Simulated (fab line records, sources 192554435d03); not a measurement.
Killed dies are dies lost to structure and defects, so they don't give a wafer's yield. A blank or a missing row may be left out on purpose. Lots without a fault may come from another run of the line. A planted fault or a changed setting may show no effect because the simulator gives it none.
Chamber matching | flow n5_finfet | N5_BEOL_M2_ETCH_69 on rie_diel-02: 4 sister chambers
The step etches SiARC in CF4, target depth 15.6 nm, time 26 s. 8 wafers are shown with their chamber, then 12 later ones without.

WAFERS WITH THEIR CHAMBER
wafer  | chamber | showerhead_plenum_p_Torr (Torr) | drypump_motor_current_A (A)
L079.6 | 2       | 2.03                            | 5.9
L084.6 | 3       | 2.21                            | 5.6
L085.2 | 2       | 2.03                            | 5.9
L086.4 | 3       | 2.21                            | 5.6
L086.5 | 1       | 2.07                            | 5.7
L089.1 | 1       | 2.06                            | 5.6
L089.3 | 0       | 2.14                            | 5.3
L089.4 | 0       | 2.14                            | 5.3

WAFERS WITHOUT THEIR CHAMBER
wafer  | showerhead_plenum_p_Torr (Torr) | drypump_motor_current_A (A)
L090.2 | 2.14                            | 5.3
L090.3 | 2.02                            | 5.9
L090.4 | 2.14                            | 5.3
L088.1 | 2.06                            | 5.7
L088.2 | 2.14                            | 5.3
L088.5 | 2.02                            | 5.9
L097.1 | 2.20                            | 5.6
L097.2 | 2.06                            | 5.7
L097.3 | 2.13                            | 5.3
L096.1 | 2.20                            | 5.7
L096.3 | 2.06                            | 5.6
L096.5 | 2.13                            | 5.3

WHICH CHAMBER EACH WENT THROUGH
wafer  | from the rows above | in truth
L090.2 | 0                   | 0
L090.3 | 2                   | 2
L090.4 | 0                   | 0
L088.1 | 1                   | 1
L088.2 | 0                   | 0
L088.5 | 2                   | 2
L097.1 | 3                   | 3
L097.2 | 1                   | 1
L097.3 | 0                   | 0
L096.1 | 3                   | 3
L096.3 | 1                   | 1
L096.5 | 0                   | 0
Placed correctly: 12 of 12. Can't be placed from these rows: 0. Placed wrongly: 0.
How it was worked out, from the rows above alone: a wafer's distance from a chamber is the root of the sum, over the readings, of the square of ((its reading less the chamber's mean) divided by the reading's scatter). The wafer belongs to the nearest chamber; if the next one is less than 2 further off, it can't be placed. A chamber's mean is the mean of its shown wafers. The scatter: the root of (the sum of the squares of (reading less its chamber's mean) over the shown wafers, divided by (wafers less chambers)).
